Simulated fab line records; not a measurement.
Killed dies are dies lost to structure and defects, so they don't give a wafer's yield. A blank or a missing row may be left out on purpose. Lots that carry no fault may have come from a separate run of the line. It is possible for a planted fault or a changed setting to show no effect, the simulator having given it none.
Which tool was responsible? / flow nand_harc / 15 lots with 45 wafers sampled at 4 steps, on a route of 1302 steps

== WHAT THE GAUGES READ, wafer by wafer ==
NHARC_A_CONTACT_CD_MEAS_80. Usual: cd_nm at 289.5 nm, with a standard deviation of 0.71.
lot=L785; measured=day 22 03:55; on=cd_sem-01; cd_nm (nm)=288.0 289.4 288.8; flag=
lot=L784; measured=day 22 14:03; on=cd_sem-02; cd_nm (nm)=290.0 289.6 290.0; flag=
lot=L787; measured=day 22 20:41; on=cd_sem-03; cd_nm (nm)=288.9 290.4 290.3; flag=
lot=L788; measured=day 24 02:31; on=cd_sem-01; cd_nm (nm)=288.5 288.0 288.2; flag=
lot=L791; measured=day 24 20:53; on=cd_sem-02; cd_nm (nm)=290.5 290.0 289.7; flag=
lot=L792; measured=day 25 05:36; on=cd_sem-01; cd_nm (nm)=289.1 289.4 288.7; flag=
lot=L793; measured=day 25 19:46; on=cd_sem-02; cd_nm (nm)=289.4 290.2 289.7; flag=
lot=L794; measured=day 26 09:38; on=cd_sem-02; cd_nm (nm)=289.3 288.7 290.2; flag=
lot=L796; measured=day 26 12:09; on=cd_sem-02; cd_nm (nm)=290.0 289.6 289.5; flag=
lot=L795; measured=day 26 18:09; on=cd_sem-01; cd_nm (nm)=289.1 290.2 289.4; flag=
lot=L790; measured=day 27 13:04; on=cd_sem-02; cd_nm (nm)=290.7 290.9 290.3; flag=
lot=L797; measured=day 28 10:57; on=cd_sem-01; cd_nm (nm)=288.7 289.4 289.5; flag=
lot=L800; measured=day 28 20:59; on=cd_sem-01; cd_nm (nm)=289.4 290.2 289.4; flag=
lot=L801; measured=day 29 16:04; on=cd_sem-01; cd_nm (nm)=289.1 290.0 289.7; flag=
lot=L804; measured=day 30 08:50; on=cd_sem-02; cd_nm (nm)=289.8 290.9 290.7; flag=

== EACH LOT AND THE TOOL THAT RAN IT (in order: tool; ch and the chambers of the sampled wafers; start) ==
lot=L785; NHARC_A_CONTACT_ETCH_130=har_cap_etch-03 ch 0,1, day 22 02:20; NHARC_A_CONTACT_ETCH_131=har_cap_etch-03 ch 0,1, day 22 02:31; NHARC_A_CONTACT_ETCH_133=har_cap_etch-03 ch 0,1, day 22 02:52
lot=L784; NHARC_A_CONTACT_ETCH_130=har_cap_etch-01 ch 1, day 22 12:29; NHARC_A_CONTACT_ETCH_131=har_cap_etch-01 ch 1, day 22 12:40; NHARC_A_CONTACT_ETCH_133=har_cap_etch-01 ch 1, day 22 13:01
lot=L787; NHARC_A_CONTACT_ETCH_130=har_cap_etch-03 ch 0,1, day 22 19:08; NHARC_A_CONTACT_ETCH_131=har_cap_etch-03 ch 0,1, day 22 19:19; NHARC_A_CONTACT_ETCH_133=har_cap_etch-03 ch 0,1, day 22 19:43
lot=L788; NHARC_A_CONTACT_ETCH_130=har_cap_etch-03 ch 0,1, day 24 00:55; NHARC_A_CONTACT_ETCH_131=har_cap_etch-03 ch 0,1, day 24 01:08; NHARC_A_CONTACT_ETCH_133=har_cap_etch-03 ch 0,1, day 24 01:35
lot=L791; NHARC_A_CONTACT_ETCH_130=har_cap_etch-03 ch 0,1, day 24 19:21; NHARC_A_CONTACT_ETCH_131=har_cap_etch-03 ch 0,1, day 24 19:32; NHARC_A_CONTACT_ETCH_133=har_cap_etch-03 ch 0,1, day 24 19:55
lot=L792; NHARC_A_CONTACT_ETCH_130=har_cap_etch-03 ch 0,1, day 25 04:07; NHARC_A_CONTACT_ETCH_131=har_cap_etch-03 ch 0,1, day 25 04:17; NHARC_A_CONTACT_ETCH_133=har_cap_etch-03 ch 0,1, day 25 04:43
lot=L793; NHARC_A_CONTACT_ETCH_130=har_cap_etch-01 ch 0,1, day 25 18:15; NHARC_A_CONTACT_ETCH_131=har_cap_etch-01 ch 0,1, day 25 18:25; NHARC_A_CONTACT_ETCH_133=har_cap_etch-01 ch 0,1, day 25 18:46
lot=L794; NHARC_A_CONTACT_ETCH_130=har_cap_etch-03 ch 0,1, day 26 08:07; NHARC_A_CONTACT_ETCH_131=har_cap_etch-03 ch 0,1, day 26 08:17; NHARC_A_CONTACT_ETCH_133=har_cap_etch-03 ch 0,1, day 26 08:38
lot=L796; NHARC_A_CONTACT_ETCH_130=har_cap_etch-01 ch 0,1, day 26 10:37; NHARC_A_CONTACT_ETCH_131=har_cap_etch-01 ch 0,1, day 26 10:47; NHARC_A_CONTACT_ETCH_133=har_cap_etch-01 ch 0,1, day 26 11:09
lot=L795; NHARC_A_CONTACT_ETCH_130=har_cap_etch-03 ch 0,1, day 26 16:37; NHARC_A_CONTACT_ETCH_131=har_cap_etch-03 ch 0,1, day 26 16:47; NHARC_A_CONTACT_ETCH_133=har_cap_etch-03 ch 0,1, day 26 17:09
lot=L790; NHARC_A_CONTACT_ETCH_130=har_cap_etch-01 ch 0,1, day 27 11:34; NHARC_A_CONTACT_ETCH_131=har_cap_etch-01 ch 0,1, day 27 11:44; NHARC_A_CONTACT_ETCH_133=har_cap_etch-01 ch 0,1, day 27 12:08
lot=L797; NHARC_A_CONTACT_ETCH_130=har_cap_etch-03 ch 0,1, day 28 09:25; NHARC_A_CONTACT_ETCH_131=har_cap_etch-03 ch 0,1, day 28 09:36; NHARC_A_CONTACT_ETCH_133=har_cap_etch-03 ch 0,1, day 28 09:57
lot=L800; NHARC_A_CONTACT_ETCH_130=har_cap_etch-03 ch 0,1, day 28 19:29; NHARC_A_CONTACT_ETCH_131=har_cap_etch-03 ch 0,1, day 28 19:40; NHARC_A_CONTACT_ETCH_133=har_cap_etch-03 ch 0,1, day 28 20:03
lot=L801; NHARC_A_CONTACT_ETCH_130=har_cap_etch-03 ch 0,1, day 29 14:32; NHARC_A_CONTACT_ETCH_131=har_cap_etch-03 ch 0,1, day 29 14:43; NHARC_A_CONTACT_ETCH_133=har_cap_etch-03 ch 0,1, day 29 15:07
lot=L804; NHARC_A_CONTACT_ETCH_130=har_cap_etch-02 ch 0,1, day 30 07:08; NHARC_A_CONTACT_ETCH_131=har_cap_etch-02 ch 0,1, day 30 07:19; NHARC_A_CONTACT_ETCH_133=har_cap_etch-02 ch 0,1, day 30 07:40
- NHARC_A_CONTACT_ETCH_130: etches the open film in C4F8/O2/Ar, time 197 s, target depth 1918 nm.
- NHARC_A_CONTACT_ETCH_131: etches the open film in C4F8/O2/Ar, time 197 s, target depth 1918 nm.
- NHARC_A_CONTACT_ETCH_133: etches the open film in C4F8/O2/Ar, time 374 s, target depth 1610 nm.

== WHAT THE TOOLS THEMSELVES READ (means of the sampled wafers that have a number; where no wafer has one, the mark that the record gives instead) ==
NHARC_A_CONTACT_ETCH_130. Usual: chamber_pressure_mTorr 20.000 mTorr, standard deviation 0.018; oes_air_line_au 0.996 a.u., standard deviation 0.018.
lot=L785; tool=har_cap_etch-03; chamber_pressure_mTorr (mTorr)=19.995; oes_air_line_au (a.u.)=0.997; flag=
lot=L784; tool=har_cap_etch-01; chamber_pressure_mTorr (mTorr)=20.004; oes_air_line_au (a.u.)=1.000; flag=
lot=L787; tool=har_cap_etch-03; chamber_pressure_mTorr (mTorr)=19.994; oes_air_line_au (a.u.)=0.986; flag=
lot=L788; tool=har_cap_etch-03; chamber_pressure_mTorr (mTorr)=19.992; oes_air_line_au (a.u.)=0.979; flag=
lot=L791; tool=har_cap_etch-03; chamber_pressure_mTorr (mTorr)=20.008; oes_air_line_au (a.u.)=0.979; flag=
lot=L792; tool=har_cap_etch-03; chamber_pressure_mTorr (mTorr)=19.993; oes_air_line_au (a.u.)=0.998; flag=
lot=L793; tool=har_cap_etch-01; chamber_pressure_mTorr (mTorr)=20.003; oes_air_line_au (a.u.)=0.999; flag=
lot=L794; tool=har_cap_etch-03; chamber_pressure_mTorr (mTorr)=19.990; oes_air_line_au (a.u.)=0.993; flag=
lot=L796; tool=har_cap_etch-01; chamber_pressure_mTorr (mTorr)=20.001; oes_air_line_au (a.u.)=0.985; flag=
lot=L795; tool=har_cap_etch-03; chamber_pressure_mTorr (mTorr)=19.998; oes_air_line_au (a.u.)=0.985; flag=
lot=L790; tool=har_cap_etch-01; chamber_pressure_mTorr (mTorr)=19.987; oes_air_line_au (a.u.)=1.000; flag=
lot=L797; tool=har_cap_etch-03; chamber_pressure_mTorr (mTorr)=19.995; oes_air_line_au (a.u.)=0.997; flag=
lot=L800; tool=har_cap_etch-03; chamber_pressure_mTorr (mTorr)=19.990; oes_air_line_au (a.u.)=0.975; flag=
lot=L801; tool=har_cap_etch-03; chamber_pressure_mTorr (mTorr)=20.016; oes_air_line_au (a.u.)=0.996; flag=
lot=L804; tool=har_cap_etch-02; chamber_pressure_mTorr (mTorr)=20.004; oes_air_line_au (a.u.)=1.014; flag=

NHARC_A_CONTACT_ETCH_131. Usual: chamber_pressure_mTorr 20.001 mTorr, standard deviation 0.017; oes_air_line_au 0.999 a.u., standard deviation 0.019.
lot=L785; tool=har_cap_etch-03; chamber_pressure_mTorr (mTorr)=19.980; oes_air_line_au (a.u.)=0.995; flag=
lot=L784; tool=har_cap_etch-01; chamber_pressure_mTorr (mTorr)=19.985; oes_air_line_au (a.u.)=1.007; flag=
lot=L787; tool=har_cap_etch-03; chamber_pressure_mTorr (mTorr)=19.985; oes_air_line_au (a.u.)=0.990; flag=
lot=L788; tool=har_cap_etch-03; chamber_pressure_mTorr (mTorr)=20.011; oes_air_line_au (a.u.)=0.998; flag=
lot=L791; tool=har_cap_etch-03; chamber_pressure_mTorr (mTorr)=19.995; oes_air_line_au (a.u.)=1.019; flag=
lot=L792; tool=har_cap_etch-03; chamber_pressure_mTorr (mTorr)=19.988; oes_air_line_au (a.u.)=0.997; flag=
lot=L793; tool=har_cap_etch-01; chamber_pressure_mTorr (mTorr)=20.015; oes_air_line_au (a.u.)=0.988; flag=
lot=L794; tool=har_cap_etch-03; chamber_pressure_mTorr (mTorr)=20.008; oes_air_line_au (a.u.)=0.993; flag=
lot=L796; tool=har_cap_etch-01; chamber_pressure_mTorr (mTorr)=20.008; oes_air_line_au (a.u.)=0.999; flag=
lot=L795; tool=har_cap_etch-03; chamber_pressure_mTorr (mTorr)=20.013; oes_air_line_au (a.u.)=0.992; flag=
lot=L790; tool=har_cap_etch-01; chamber_pressure_mTorr (mTorr)=20.000; oes_air_line_au (a.u.)=0.980; flag=
lot=L797; tool=har_cap_etch-03; chamber_pressure_mTorr (mTorr)=20.002; oes_air_line_au (a.u.)=1.013; flag=
lot=L800; tool=har_cap_etch-03; chamber_pressure_mTorr (mTorr)=20.000; oes_air_line_au (a.u.)=1.004; flag=
lot=L801; tool=har_cap_etch-03; chamber_pressure_mTorr (mTorr)=19.994; oes_air_line_au (a.u.)=0.980; flag=
lot=L804; tool=har_cap_etch-02; chamber_pressure_mTorr (mTorr)=20.004; oes_air_line_au (a.u.)=1.011; flag=

NHARC_A_CONTACT_ETCH_133. Usual: chamber_pressure_mTorr 20.000 mTorr, standard deviation 0.019; oes_air_line_au 0.994 a.u., standard deviation 0.021.
lot=L785; tool=har_cap_etch-03; chamber_pressure_mTorr (mTorr)=20.005; oes_air_line_au (a.u.)=0.981; flag=
lot=L784; tool=har_cap_etch-01; chamber_pressure_mTorr (mTorr)=19.984; oes_air_line_au (a.u.)=0.990; flag=
lot=L787; tool=har_cap_etch-03; chamber_pressure_mTorr (mTorr)=20.015; oes_air_line_au (a.u.)=1.008; flag=
lot=L788; tool=har_cap_etch-03; chamber_pressure_mTorr (mTorr)=20.006; oes_air_line_au (a.u.)=0.988; flag=
lot=L791; tool=har_cap_etch-03; chamber_pressure_mTorr (mTorr)=20.030; oes_air_line_au (a.u.)=1.000; flag=
lot=L792; tool=har_cap_etch-03; chamber_pressure_mTorr (mTorr)=19.980; oes_air_line_au (a.u.)=0.996; flag=
lot=L793; tool=har_cap_etch-01; chamber_pressure_mTorr (mTorr)=19.980; oes_air_line_au (a.u.)=1.006; flag=
lot=L794; tool=har_cap_etch-03; chamber_pressure_mTorr (mTorr)=19.992; oes_air_line_au (a.u.)=1.028; flag=
lot=L796; tool=har_cap_etch-01; chamber_pressure_mTorr (mTorr)=19.987; oes_air_line_au (a.u.)=1.004; flag=
lot=L795; tool=har_cap_etch-03; chamber_pressure_mTorr (mTorr)=20.015; oes_air_line_au (a.u.)=0.989; flag=
lot=L790; tool=har_cap_etch-01; chamber_pressure_mTorr (mTorr)=19.984; oes_air_line_au (a.u.)=0.995; flag=
lot=L797; tool=har_cap_etch-03; chamber_pressure_mTorr (mTorr)=-; oes_air_line_au (a.u.)=-; flag=OFF
lot=L800; tool=har_cap_etch-03; chamber_pressure_mTorr (mTorr)=-; oes_air_line_au (a.u.)=-; flag=OFF
lot=L801; tool=har_cap_etch-03; chamber_pressure_mTorr (mTorr)=-; oes_air_line_au (a.u.)=-; flag=OFF
lot=L804; tool=har_cap_etch-02; chamber_pressure_mTorr (mTorr)=19.996; oes_air_line_au (a.u.)=0.969; flag=

== THE ANSWER, worked out from the rows above alone ==
Rule: a lot counts as off when the mean over its wafers that have a number is more than 3 standard deviations away from the usual mean. A lot without any number at a reading at which 4 lots or more have one is off too. Where the step has rows for the other lots, those lots are counted as sound. Order of review: gauges by route order, followed by the tools' own readings, for which a lot's mean as printed above is used. The first step at which some lot is off is used, and at that step the reading that is off furthest; a lot without a number counts as furthest.
Off: L797, L800, L801, at NHARC_A_CONTACT_ETCH_133 (chamber_pressure_mTorr). Without a number there: L797, L800, L801.
If a tool, at that step or one of the process steps before it, ran each lot that is off and ran no sound lot following the first of them, it fits. One fits: har_cap_etch-03 at NHARC_A_CONTACT_ETCH_130 and NHARC_A_CONTACT_ETCH_131 and NHARC_A_CONTACT_ETCH_133. At NHARC_A_CONTACT_ETCH_130 its last sound lot is L795 (day 26 16:37), its first lot that is off L797 (day 28 09:25): a fault that began between those two fits.

== WHAT THE SIMULATOR HAD INSERTED ==
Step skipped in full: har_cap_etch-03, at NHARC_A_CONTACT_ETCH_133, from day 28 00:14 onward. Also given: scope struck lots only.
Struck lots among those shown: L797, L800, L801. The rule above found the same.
